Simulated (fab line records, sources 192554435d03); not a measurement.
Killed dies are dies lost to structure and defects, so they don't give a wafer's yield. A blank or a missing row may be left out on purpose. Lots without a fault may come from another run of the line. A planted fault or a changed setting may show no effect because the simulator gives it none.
Problem report in the 8D (eight disciplines) form, filled by code | flow n5_finfet | the parts of the form that need people (team, actions taken, sign-off) are left out

1. THE PROBLEM
raw_defect_count at N5_BEOL_M5_INSPECT_58 reads a mean of 380 on 5 wafers of 2 lots; wafers without a fault read 68 with a standard deviation of 24. That is +13 standard deviations from the usual mean.
The step: inspects for defects (darkfield).
First seen on wafer L549.2, day 11 15:34, on defect_inspect-02. The record holds 32 wafers of 11 lots with a number at this step. Rule for "out", or "out of limits": more than 4 standard deviations from the usual mean. The other wafers with a number count as sound.

2. WHAT IT IS AND WHAT IT IS NOT
question                    | is                     | is not
which readings at this step | raw_defect_count       | -
which lots                  | L549, L552             | L537, L543, L544, L547, L548, L550, L558, L559, L560
which wafers of those lots  | all that have a number | -
read on which gauges        | defect_inspect-02      | defect_inspect-01
when                        | from day 11 15:34      | up to then (15 sound wafers); but 12 sound wafers of L550, L558, L559, L560 came after

3. SUSPECTS, AND WHAT RULES EACH OUT
Counting: a tool at a process step up to the reading stays a suspect if it ran every lot that is out and no sound lot after the first of them.
- the gauge at N5_BEOL_M5_INSPECT_58: ruled out. All the wafers that are out were read on defect_inspect-02, but those of them that N5_PASSIVATION_PROBE_49 has rows for are out there too, on other tools.
- cvd_co-02 at N5_BEOL_M5_PRE_CLEAN_77 (time 15 s): ruled out as a lasting fault. Sound lots L560 ran on it after its first lot that is out, L549 (day 11 15:19).
Left after counting: nothing in the record.

4. THE CAUSE (what the simulator had put in)
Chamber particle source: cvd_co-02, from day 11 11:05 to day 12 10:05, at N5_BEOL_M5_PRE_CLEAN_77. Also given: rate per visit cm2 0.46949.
Counting ruled it out, wrongly: the rule takes a fault to strike every lot that its tool runs from its start on, and this one did not.

5. THE CHAIN OF EFFECTS, in route order
Each row: a reading whose mean over the struck wafers that have a number lies more than 3 standard deviations from the usual. Only readings for which the record gives a usual standard deviation are gone through. hours: the time from each lot's start at the first step in this table that gives one to its start at this step, as a median over the lots. sigmas: the change in usual standard deviations.
hours | step                    | reading              | usual  | on struck wafers | change | sigmas
0     | N5_BEOL_M5_INSPECT_58   | raw_defect_count     | 68     | 380              | +312   | +13
4     | N5_BEOL_M6_INSPECT_13   | raw_defect_count     | 418    | 739              | +321   | +3.3
7     | N5_BEOL_M6_INSPECT_30   | raw_defect_count     | 424    | 759              | +335   | +3.5
102   | N5_PASSIVATION_PROBE_49 | defect_limited_yield | 91.1 % | 84.5             | -6.6   | -4.7
102   | N5_PASSIVATION_PROBE_49 | killed_at_M4_up      | 14     | 110              | +96    | +17
102   | N5_PASSIVATION_PROBE_49 | killed_dies          | 105    | 182              | +77    | +4.5
102   | N5_PASSIVATION_PROBE_49 | sort_bin_5_function  | 5.3 %  | 10.0             | +4.7   | +5.0
102   | N5_PASSIVATION_PROBE_49 | sort_n_pass          | 1075   | 998              | -77    | -4.5
102   | N5_PASSIVATION_PROBE_49 | sort_yield_pct       | 91.1 % | 84.5             | -6.6   | -4.7
The process steps in it:
- N5_PASSIVATION_PROBE_49

6. WHAT WOULD HAVE CAUGHT IT SOONER
In this record the first reading out of limits at a measuring or inspecting step was taken at day 11 15:34, 4 hours after the fault began at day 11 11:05.
Of the tool readings at N5_BEOL_M5_PRE_CLEAN_77 for which the record gives a usual standard deviation, none was out on any struck wafer, so an alarm limit of 4 standard deviations on them would not have fired.
